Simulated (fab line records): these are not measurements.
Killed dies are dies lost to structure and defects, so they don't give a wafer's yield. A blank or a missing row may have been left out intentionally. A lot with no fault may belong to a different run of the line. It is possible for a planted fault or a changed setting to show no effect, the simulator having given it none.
fab line records	flow nand-harc	part 1 of 2: steps 1 to 20 of 30
record: lots: 5	wafers: 15	last-day: 24
route steps=1159 shown A_SLIT@790 A_SIN_REMOVE@804 A_WL_FILL@809
lots with no fault: from the same line, run without faults
start-h: hours from the record's opening day to when the first of the lot's shown wafers began	wait-h: hours elapsed since this lot's preceding step	" identical to the entry in the row above	L1.1+2: one row covering several wafers at once	- no value, or no start given	* or withheld: withheld	< > ~ a bound
route shown NAME@n: NAME is a module with steps in the file, n the number in the route of the first one	usual: the fault-free wafers' mean and standard deviation	same: alike in all rows	chamber/n: place in a boat	sites: each site's reading	_std_site: standard deviation across them	_edge_site: inner sites' mean taken away from outer sites' mean	radius-mm: how far each site lies from the wafer's centre	mask NAME#n: copy n	behind: the tool/chamber that last shaped the wafer	hold: why the lot went on hold/how many hours it stayed there/how the hold came to an end	device: the transistor (n, p or np) that didn't switch	end of line: the same wafers' tests at the end of the route	a step with no rows: only its recipe	killed: not the wafer's yield, but the dies lost to structure and defects at the first sort	map: a wafer's dies, x killed, . not, _ none there
set.NAME: the setting the step ran with; set.NAME@STEP: the setting that earlier step ran with	model.NAME: the simulator's own value behind a step, which no gauge read
certain route steps with their lots: each step a table, each wafer a row
services: when a tool's chamber went out of use (start-h, in hours from the record's first day, below 0 if earlier), for how many hours, and the reason
== steps ==
step: NHARC_A_SLIT_CD_MEAS_09
recipe: target-cd-nm: 300	landing-energy-ev: 500
usual: cd-nm: 299.7/0.52
lot.wafer	tool	chamber	start-h	wait-h	cd-nm
L086.1	cd-sem-02	0	390.40	-	299.0
L086.5	"	0	"	"	299.1
L086.6	"	0	"	"	299.9
L084.3	cd-sem-01	0	402.20	-	300.1
L084.4	"	0	"	"	300.4
L084.6	"	0	"	"	299.5
L092.1	cd-sem-03	0	419.42	-	300.1
L092.3	"	0	"	"	299.8
L092.6	"	0	"	"	299.8
L089.1	cd-sem-01	0	420.48	-	299.8
L089.3	"	0	"	"	299.8
L089.6	"	0	"	"	299.3
L094.2	cd-sem-02	0	443.34	-	298.9
L094.3	"	0	"	"	299.2
L094.5	"	0	"	"	298.6
step: NHARC_A_SLIT_OVL_MEAS_10
usual: overlay-x-nm: 0.0/0.8	overlay-y-nm: -0.1/0.9
lot.wafer	tool	chamber	start-h	wait-h	overlay-x-nm	overlay-y-nm
L086.1	overlay-01	-	390.50	-	0.9	-0.2
L086.5	"	-	"	"	0.4	-0.5
L086.6	"	-	"	"	0.7	-0.4
L084.3	overlay-02	-	402.28	-	0.0	-0.3
L084.4	"	-	"	"	0.4	-0.9
L084.6	"	-	"	"	-0.3	-0.6
L092.1	overlay-02	-	419.51	-	-0.7	-0.9
L092.3	"	-	"	"	0.0	-1.0
L092.6	"	-	"	"	0.1	-1.1
L089.1	overlay-01	-	420.57	-	1.0	0.9
L089.3	"	-	"	"	0.7	0.8
L089.6	"	-	"	"	0.7	0.9
L094.2	overlay-02	-	443.43	-	0.2	1.6
L094.3	"	-	"	"	0.9	1.8
L094.5	"	-	"	"	0.3	1.5
step: NHARC_A_SLIT_INSPECT_11
usual: raw-defect-count: 21/11
lot.wafer	tool	chamber	start-h	wait-h	raw-defect-count
L086.1	defect-inspect-01	-	390.54	0.0	42
L086.5	"	-	"	"	39
L086.6	"	-	"	"	29
L084.3	defect-inspect-01	-	402.32	0.0	15
L084.4	"	-	"	"	14
L084.6	"	-	"	"	13
L092.1	defect-inspect-01	-	419.55	0.0	35
L092.3	"	-	"	"	42
L092.6	"	-	"	"	25
L089.1	defect-inspect-02	-	420.60	0.0	29
L089.3	"	-	"	"	20
L089.6	"	-	"	"	27
L094.2	defect-inspect-01	-	443.47	0.0	17
L094.3	"	-	"	"	11
L094.5	"	-	"	"	14
step: NHARC_A_SLIT_DESCUM_14
recipe: time-s: 3	o2-flow-sccm: 200	ar-flow-sccm: 0	bias-power-w: 0	chemistry: O2
usual: chamber-pressure-mTorr: 59.99/0.055	drypump-motor-current-A: 5.9/0.54	oes-product-au: 1.001/0.009	rf-vpp-V: 57.7/0.96	showerhead-plenum-p-Torr: 1.89/0.087	throttle-valve-pct: 11.312/0.0096
lot.wafer	tool	chamber	start-h	wait-h	chamber-pressure-mTorr	drypump-motor-current-A	oes-product-au	rf-hours-counter-h	rf-vpp-V	showerhead-plenum-p-Torr	throttle-valve-pct
L086.1	rie-diel-13	0	390.62	0.1	59.95	6.7	1.004	7	57.4	1.79	11.316
L086.5	"	1	"	"	60.01	5.9	1.005	-	58.2	1.94	11.313
L086.6	"	2	"	"	59.99	5.9	1.008	-	58.8	1.79	11.296
L084.4	rie-diel-12	1	402.38	0.1	59.99	5.8	0.996	0	58.5	1.78	11.322
L084.3	"	0	"	"	59.99	5.7	0.997	0	57.8	1.83	11.303
L084.6	"	2	"	"	59.96	6.6	0.998	-	58.6	2.01	11.303
L092.3	rie-diel-04	1	419.61	0.1	60.00	5.3	0.993	9	56.7	1.94	11.337
L092.1	"	2	"	"	59.97	4.8	0.997	9	57.9	1.85	11.311
L092.6	"	2	"	"	59.98	4.8	1.005	-	57.6	1.85	11.294
L089.3	rie-diel-13	3	420.66	0.1	59.98	5.0	1.006	11	58.5	1.86	11.316
L089.1	"	1	"	"	59.95	6.0	1.016	12	57.6	1.93	11.307
L089.6	"	0	"	"	59.96	6.7	1.004	-	57.6	1.79	11.315
L094.2	rie-diel-12	3	443.53	0.1	59.99	6.2	1.010	4	58.4	2.05	11.327
L094.3	"	1	"	"	59.96	5.8	1.001	4	57.5	1.78	11.316
L094.5	"	3	"	"	59.94	6.1	1.015	-	58.9	2.05	11.310
step: NHARC_A_SLIT_ETCH_24
recipe: target-depth-a: 1210	time-s: 60.5	cf4-flow-sccm: 100	chf3-flow-sccm: 30	ar-flow-sccm: 0	rf-w: 500	bias-w: 200	chemistry: CF4/CHF3
usual: chamber-pressure-mTorr: 24.999/0.022	drypump-motor-current-A: 5.8/0.51	oes-product-au: 0.961/0.021	rf-vpp-V: 369.9/2.4	showerhead-plenum-p-Torr: 1.55/0.066	throttle-valve-pct: 16.803/0.0094
lot.wafer	tool	chamber	start-h	wait-h	chamber-pressure-mTorr	drypump-motor-current-A	oes-product-au	rf-hours-counter-h	rf-vpp-V	showerhead-plenum-p-Torr	throttle-valve-pct
L086.1	rie-diel-13	2	390.68	0.1	25.022	5.9	0.973	9	366.3	1.47	16.786
L086.5	"	2	"	"	24.996	5.9	0.963	-	368.1	1.47	16.815
L086.6	"	3	"	"	25.001	5.0	0.987	-	369.7	1.53	16.789
L084.4	rie-diel-12	3	402.46	0.1	24.969	6.1	0.980	0	374.4	1.68	16.791
L084.3	"	2	"	"	25.016	6.6	0.975	0	372.9	1.65	16.807
L084.6	"	3	"	"	25.011	6.1	0.977	-	373.7	1.68	16.780
L092.3	rie-diel-04	2	419.69	0.1	24.989	4.8	0.959	9	369.5	1.53	16.826
L092.1	"	0	"	"	24.967	5.8	0.985	8	370.4	1.57	16.806
L092.6	"	3	"	"	25.019	6.0	0.980	-	369.3	1.58	16.809
L089.3	rie-diel-13	3	420.75	0.1	25.020	5.0	0.970	11	369.5	1.53	16.799
L089.1	"	0	"	"	25.061	6.6	0.963	10	366.3	1.48	16.811
L089.6	"	3	"	"	24.979	5.0	0.966	-	368.0	1.53	16.802
L094.2	rie-diel-12	2	443.61	0.1	25.002	6.7	0.992	4	373.7	1.64	16.805
L094.3	"	3	"	"	24.953	6.1	0.960	4	374.3	1.68	16.792
L094.5	"	3	"	"	25.009	6.1	0.962	-	372.3	1.68	16.806
step: NHARC_A_SLIT_ETCH_15
recipe: target-depth-a: 32000	over-etch-frac: 0.3	time-s: 832	ion-energy-ev: 150	o2-flow-sccm: 400	cos-flow-sccm: 20	ar-flow-sccm: 0	rf-w: 500	bias-w: 300	chemistry: O2/COS
usual: chamber-pressure-mTorr: 20.001/0.019	drypump-motor-current-A: 5.9/0.55	oes-product-au: 1.003/0.0086	rf-vpp-V: 313.7/2	showerhead-plenum-p-Torr: 3.09/0.13	throttle-valve-pct: 28.330/0.0096
same: over-etch-frac: 0.3
lot.wafer	tool	chamber	start-h	wait-h	chamber-pressure-mTorr	drypump-motor-current-A	oes-product-au	rf-hours-counter-h	rf-vpp-V	showerhead-plenum-p-Torr	throttle-valve-pct
L086.1	rie-diel-13	3	-	-	20.006	5.0	1.020	9	315.0	3.03	28.341
L086.6	"	3	"	"	20.015	5.0	1.008	-	311.6	3.03	28.343
L086.5	"	0	"	"	20.026	6.7	1.010	-	312.3	2.94	28.333
L084.4	rie-diel-12	3	-	-	19.975	6.1	1.011	1	315.6	3.33	28.334
L084.3	"	0	"	"	19.992	5.6	1.006	0	312.2	2.99	28.328
L084.6	"	1	"	"	20.001	5.8	1.012	-	311.9	2.92	28.333
L092.1	rie-diel-04	0	-	-	19.981	5.8	1.004	8	313.5	3.11	28.338
L092.3	"	3	"	"	19.993	6.0	0.999	10	313.8	3.13	28.339
L092.6	"	0	"	"	19.989	5.7	1.003	-	313.4	3.11	28.329
L089.1	rie-diel-13	1	-	-	20.038	6.0	1.017	12	315.6	3.15	28.346
L089.3	"	0	"	"	20.023	6.7	0.997	10	312.0	2.94	28.328
L089.6	"	2	"	"	20.025	5.9	1.009	-	311.3	2.92	28.336
L094.3	rie-diel-12	1	-	-	20.025	5.8	0.994	4	311.3	2.92	28.324
L094.2	"	0	"	"	20.020	5.7	1.008	3	312.9	2.99	28.341
L094.5	"	2	"	"	19.991	6.6	1.010	-	316.7	3.26	28.315
step: NHARC_A_SLIT_ETCH_17
recipe: bias-v: 900	source-w: withheld	pressure-mtorr: 20	ar-flow-sccm: 375	c4f8-flow-sccm: 83.3	o2-flow-sccm: 41.7	time-s: 1687.5	target-depth-a: 1.01e+05	chemistry: C4F8/O2/Ar
usual: chamber-pressure-mTorr: 19.999/0.016	drypump-motor-current-A: 5.89/0.23	showerhead-plenum-p-Torr: 3.60/0.058	throttle-valve-pct: 32.045/0.0096
lot.wafer	tool	chamber	start-h	wait-h	chamber-pressure-mTorr	drypump-motor-current-A	rf-hours-counter-h	showerhead-plenum-p-Torr	throttle-valve-pct
L086.1	har-etch-01	0	391.61	-	19.979	5.75	34	3.58	32.050
L086.5	"	1	"	"	19.997	5.70	-	3.70	32.060
L086.6	"	0	"	"	20.008	5.72	-	3.58	32.042
L084.4	har-etch-01	1	404.26	-	19.989	5.69	-	3.70	32.059
L084.3	"	0	"	"	19.974	5.71	-	3.58	32.040
L084.6	"	1	"	"	20.002	5.69	-	3.70	32.044
L092.1	har-etch-02	1	420.37	-	19.994	6.19	213	3.61	32.068
L092.3	"	0	"	"	20.006	5.79	-	3.53	32.058
L092.6	"	1	"	"	20.004	6.22	-	3.61	32.045
L089.1	har-etch-01	1	421.69	-	20.006	5.68	46	3.69	32.041
L089.3	"	1	"	"	20.056	5.68	-	3.69	32.051
L089.6	"	1	"	"	19.992	5.69	-	3.69	32.042
L094.2	har-etch-01	0	447.79	-	20.019	5.76	61	3.57	32.043
L094.3	"	1	"	"	19.998	5.67	-	3.68	32.043
L094.5	"	1	"	"	19.961	5.67	-	3.68	32.041
step: NHARC_A_SLIT_ETCH_26
recipe: bias-v: 400	source-w: 2000	pressure-mtorr: 25	time-s: 90	ar-flow-sccm: 375	c4f8-flow-sccm: 41.7	o2-flow-sccm: 83.3	target-depth-a: 4000	chemistry: C4F8/O2/Ar
usual: chamber-pressure-mTorr: 25.004/0.023	drypump-motor-current-A: 5.89/0.23	showerhead-plenum-p-Torr: 3.63/0.06	throttle-valve-pct: 27.619/0.0079
lot.wafer	tool	chamber	start-h	wait-h	chamber-pressure-mTorr	drypump-motor-current-A	rf-hours-counter-h	showerhead-plenum-p-Torr	throttle-valve-pct
L086.1	har-etch-01	0	392.87	1.0	25.035	5.75	35	3.61	27.627
L086.5	"	1	"	"	24.994	5.68	-	3.73	27.627
L086.6	"	0	"	"	24.996	5.72	-	3.61	27.615
L084.4	har-etch-01	1	405.32	0.8	25.002	5.69	-	3.73	27.613
L084.3	"	0	"	"	24.999	5.71	-	3.61	27.612
L084.6	"	1	"	"	25.017	5.68	-	3.73	27.613
L092.1	har-etch-02	1	421.87	1.2	25.016	6.25	214	3.64	27.623
L092.3	"	0	"	"	24.997	5.79	-	3.56	27.608
L092.6	"	1	"	"	24.953	6.28	-	3.64	27.625
L089.1	har-etch-01	1	422.97	1.0	25.011	5.68	47	3.72	27.623
L089.3	"	1	"	"	25.002	5.68	-	3.72	27.607
L089.6	"	1	"	"	24.998	5.69	-	3.72	27.604
L094.2	har-etch-01	0	449.06	1.0	25.018	5.73	62	3.60	27.616
L094.3	"	1	"	"	24.981	5.69	-	3.72	27.628
L094.5	"	1	"	"	24.999	5.73	-	3.72	27.618
step: NHARC_A_SLIT_STRIP_28
recipe: o2-flow-sccm: 400	cos-flow-sccm: 20	ar-flow-sccm: 0	bias-w: 0	chemistry: O2/COS
lot.wafer	tool	chamber	start-h	wait-h
L086.1+5+6	rie-diel-12	3,1,2	393.35	0.5
L084.3+4+6	rie-diel-04	3,2,3	405.78	0.4
L092.1+3+6	rie-diel-12	1,2,1	422.40	0.5
L089.1+3+6	rie-diel-04	3,2,3	423.46	0.5
L094.2+3+5	rie-diel-12	2,3,3	449.55	0.5
step: NHARC_A_SLIT_ETCH_29
recipe: target-depth-a: 1000	overetch-a: 100	time-s: 55	ion-energy-ev: 100	cf4-flow-sccm: 80	o2-flow-sccm: 20	ar-flow-sccm: 0	rf-w: 300	bias-w: 100	chemistry: CF4/O2
usual: chamber-pressure-mTorr: 30.002/0.028	drypump-motor-current-A: 5.8/0.51	oes-product-au: 1.002/0.0082	rf-vpp-V: 197.6/1.3	showerhead-plenum-p-Torr: 1.33/0.055	throttle-valve-pct: 13.397/0.0087
lot.wafer	tool	chamber	start-h	wait-h	chamber-pressure-mTorr	drypump-motor-current-A	oes-product-au	rf-hours-counter-h	rf-vpp-V	showerhead-plenum-p-Torr	throttle-valve-pct
L086.1	rie-diel-12	2	393.47	0.1	29.950	6.6	1.010	0	199.1	1.40	13.408
L086.5	"	1	"	"	29.986	5.7	1.010	-	195.8	1.24	13.403
L086.6	"	2	"	"	30.005	6.6	1.012	-	198.3	1.40	13.384
L084.4	rie-diel-04	0	405.88	0.1	30.048	5.8	0.998	7	198.3	1.33	13.383
L084.3	"	2	"	"	30.009	4.8	0.999	8	198.7	1.29	13.383
L084.6	"	0	"	"	30.017	5.8	1.004	-	198.9	1.33	13.390
L092.3	rie-diel-12	2	422.49	0.1	30.018	6.6	1.004	2	198.3	1.40	13.390
L092.1	"	3	"	"	29.986	6.2	1.006	2	199.5	1.43	13.401
L092.6	"	1	"	"	30.023	5.8	0.994	-	195.7	1.24	13.407
L089.3	rie-diel-04	0	423.56	0.1	29.972	5.8	1.007	9	196.5	1.33	13.410
L089.1	"	2	"	"	29.913	4.8	1.010	10	196.9	1.29	13.404
L089.6	"	0	"	"	30.012	5.8	1.005	-	197.2	1.33	13.400
L094.3	rie-diel-12	0	449.65	0.1	29.984	5.7	0.992	3	195.5	1.28	13.394
L094.2	"	1	"	"	29.995	5.8	0.995	5	195.8	1.24	13.397
L094.5	"	2	"	"	29.980	6.6	1.010	-	199.6	1.40	13.402
step: NHARC_A_SLIT_STRIP_18
recipe: o2-flow-sccm: 500	ar-flow-sccm: 0	bias-w: 0	chemistry: O2
usual: chamber-pressure-mTorr: 59.99/0.06	drypump-motor-current-A: 5.8/0.55	oes-product-au: 1.002/0.0081	rf-vpp-V: 57.8/0.88	showerhead-plenum-p-Torr: 3.51/0.14	throttle-valve-pct: 17.036/0.0094
lot.wafer	tool	chamber	start-h	wait-h	chamber-pressure-mTorr	drypump-motor-current-A	oes-product-au	rf-hours-counter-h	rf-vpp-V	showerhead-plenum-p-Torr	throttle-valve-pct
L086.1	rie-diel-12	3	-	-	59.87	6.1	0.998	0	58.4	3.76	17.049
L086.6	"	3	"	"	60.01	6.1	0.999	-	58.8	3.76	17.025
L086.5	"	1	"	"	59.98	5.8	0.999	-	56.8	3.30	17.030
L084.4	rie-diel-04	1	-	-	60.02	5.4	0.994	8	58.8	3.58	17.040
L084.3	"	3	"	"	59.90	6.0	0.996	9	55.5	3.53	17.046
L084.6	"	0	"	"	59.96	5.8	0.993	-	58.2	3.51	17.047
L092.1	rie-diel-12	0	-	-	59.99	5.6	1.004	1	58.7	3.38	17.035
L092.3	"	2	"	"	59.93	6.7	1.011	2	59.2	3.69	17.042
L092.6	"	1	"	"	59.95	5.8	0.998	-	56.7	3.30	17.040
L089.1	rie-diel-04	0	-	-	60.00	5.8	1.001	9	58.8	3.51	17.026
L089.3	"	3	"	"	59.96	6.0	0.986	11	57.4	3.53	17.016
L089.6	"	1	"	"	59.92	5.3	0.996	-	57.9	3.58	17.037
L094.3	rie-diel-12	2	-	-	60.00	6.7	1.012	4	57.6	3.68	17.029
L094.2	"	1	"	"	60.06	5.8	0.999	5	57.0	3.30	17.057
L094.5	"	3	"	"	59.93	6.1	1.007	-	58.1	3.76	17.034
step: NHARC_A_SLIT_PRECLEAN_19
recipe: time-s: *	temp-c: 50	bath-age-min: 0	chemistry: SC1
lot.wafer	tool	chamber	start-h	wait-h
L086.6+1+5	wet-bench-04	4,6,7	393.94	-
L084.4+3+6	wet-bench-01	1,2,6	406.28	-
L092.3+1+6	wet-bench-01	7,1,2	422.88	-
L089.6+1+3	wet-bench-05	4,7,0	423.96	-
L094.3+5+2	wet-bench-05	4,5,7	450.04	-
step: NHARC_A_SLIT_SRD_20
lot.wafer	tool	chamber	start-h	wait-h
L086.6+1+5	wet-bench-04	4,6,7	-	-
L084.4+3+6	wet-bench-01	1,2,6	-	-
L092.3+1+6	wet-bench-01	7,1,2	-	-
L089.6+1+3	wet-bench-05	4,7,0	-	-
L094.3+5+2	wet-bench-05	4,5,7	-	-
step: NHARC_A_SLIT_CD_MEAS_21
usual: cd-nm: 289.8/0.9
lot.wafer	tool	chamber	start-h	wait-h	cd-nm
L086.1	cd-sem-02	-	394.07	-	289.8
L086.5	"	-	"	"	290.3
L086.6	"	-	"	"	290.1
L084.3	cd-sem-03	-	406.42	-	290.3
L084.4	"	-	"	"	291.4
L084.6	"	-	"	"	290.4
L092.1	cd-sem-03	-	423.02	-	290.4
L092.3	"	-	"	"	290.9
L092.6	"	-	"	"	290.2
L089.1	cd-sem-01	-	424.09	-	289.5
L089.3	"	-	"	"	290.2
L089.6	"	-	"	"	290.7
L094.2	cd-sem-01	-	450.18	-	289.7
L094.3	"	-	"	"	289.7
L094.5	"	-	"	"	288.7
step: NHARC_A_SIN_REMOVE_WET_00
recipe: temp-c: 160	time-s: 15300	chemistry: H3PO4
lot.wafer	tool	chamber	start-h	wait-h
L086.1+5+6	wet-h3po4-02	0	396.81	2.7
L084.3+4+6	wet-h3po4-02	1	408.14	1.7
L089.1+3+6	wet-h3po4-02	0	425.10	1.0
L092.1+3+6	wet-h3po4-02	1	425.10	2.1
L094.2+3+5	wet-h3po4-02	1	452.91	2.7
step: NHARC_A_SIN_REMOVE_PRECLEAN_01
recipe: time-s: *	temp-c: 50	bath-age-min: 0	chemistry: SC1
lot.wafer	tool	chamber	start-h	wait-h
L086.6+5+1	wet-bench-07	0,3,5	401.53	0.0
L084.6+3+4	wet-bench-07	5,6,0	412.94	0.0
L092.3+6+1	wet-bench-07	7,2,3	429.91	0.0
L089.1+6+3	wet-bench-03	6,7,0	429.96	0.1
L094.2+5+3	wet-bench-03	7,0,3	457.67	0.0
step: NHARC_A_SIN_REMOVE_SRD_02
lot.wafer	tool	chamber	start-h	wait-h
L086.6+5+1	wet-bench-07	0,3,5	-	-
L084.6+3+4	wet-bench-07	5,6,0	-	-
L092.3+6+1	wet-bench-07	7,2,3	-	-
L089.1+6+3	wet-bench-03	6,7,0	-	-
L094.2+5+3	wet-bench-03	7,0,3	-	-
step: NHARC_A_SIN_REMOVE_INSPECT_04
usual: raw-defect-count: 298/80
lot.wafer	tool	chamber	start-h	wait-h	raw-defect-count
L086.1	defect-inspect-02	-	401.72	0.0	286
L086.5	"	-	"	"	240
L086.6	"	-	"	"	328
L084.3	defect-inspect-01	-	413.12	0.0	435
L084.4	"	-	"	"	192
L084.6	"	-	"	"	364
L092.1	defect-inspect-02	-	430.10	0.0	352
L092.3	"	-	"	"	384
L092.6	"	-	"	"	382
L089.1	defect-inspect-01	-	430.13	0.0	196
L089.3	"	-	"	"	227
L089.6	"	-	"	"	252
L094.2	defect-inspect-02	-	457.85	0.0	271
L094.3	"	-	"	"	343
L094.5	"	-	"	"	252
step: NHARC_A_WL_FILL_ALD_00
recipe: target-thk-a: 30	pulse-time-s: 3	ald-cycles: 30	temp-c: 300	material: Al2O3
usual: heater-power-w: 479/41	precursor-pulse-height-rel: 0.999/0.02
lot.wafer	tool	chamber	start-h	wait-h	heater-power-w	precursor-pulse-height-rel
L086.1	ald-hk-02	3	404.36	2.6	457	1.015
L086.5	"	0	"	"	506	1.008
L086.6	"	1	"	"	539	0.988
L084.4	ald-hk-02	3	413.18	0.1	471	1.022
L084.3	"	2	"	"	499	1.044
L084.6	"	0	"	"	497	0.960
L092.3	ald-hk-03	3	430.65	0.6	537	0.994
L092.1	"	0	"	"	418	0.968
L092.6	"	3	"	"	531	1.012
L089.3	ald-hk-03	1	430.79	0.7	453	1.022
L089.1	"	2	"	"	514	0.989
L089.6	"	1	"	"	456	0.987
L094.2	ald-hk-04	1	458.61	0.8	448	0.946
L094.3	"	3	"	"	433	1.002
L094.5	"	2	"	"	465	1.032
step: NHARC_A_WL_FILL_RTA_01
recipe: temp-c: 1000	time-s: 5
usual: lamp-power-pct: 33.5/1.8	wafer_temp_C_max: 1005.5/1.5
lot.wafer	tool	chamber	start-h	wait-h	lamp-power-pct	wafer_temp_C_max
L086.1	rtp-anneal-02	0	404.62	0.2	35.3	1004.8
L086.5	"	0	"	"	35.4	1004.9
L086.6	"	0	"	"	35.3	1004.6
L084.3	rtp-anneal-02	0	413.50	-	35.3	1005.1
L084.4	"	0	"	"	35.3	1004.8
L084.6	"	0	"	"	35.3	1004.3
L092.1	rtp-anneal-01	0	430.95	-	31.6	1005.1
L092.3	"	0	"	"	31.6	1006.6
L092.6	"	0	"	"	31.6	1006.4
L089.1	rtp-anneal-01	0	431.29	-	31.7	1007.2
L089.3	"	0	"	"	31.7	1008.6
L089.6	"	0	"	"	31.7	1009.4
L094.2	rtp-anneal-01	0	458.90	-	31.7	1007.3
L094.3	"	0	"	"	31.6	1009.0
L094.5	"	0	"	"	31.6	1005.6
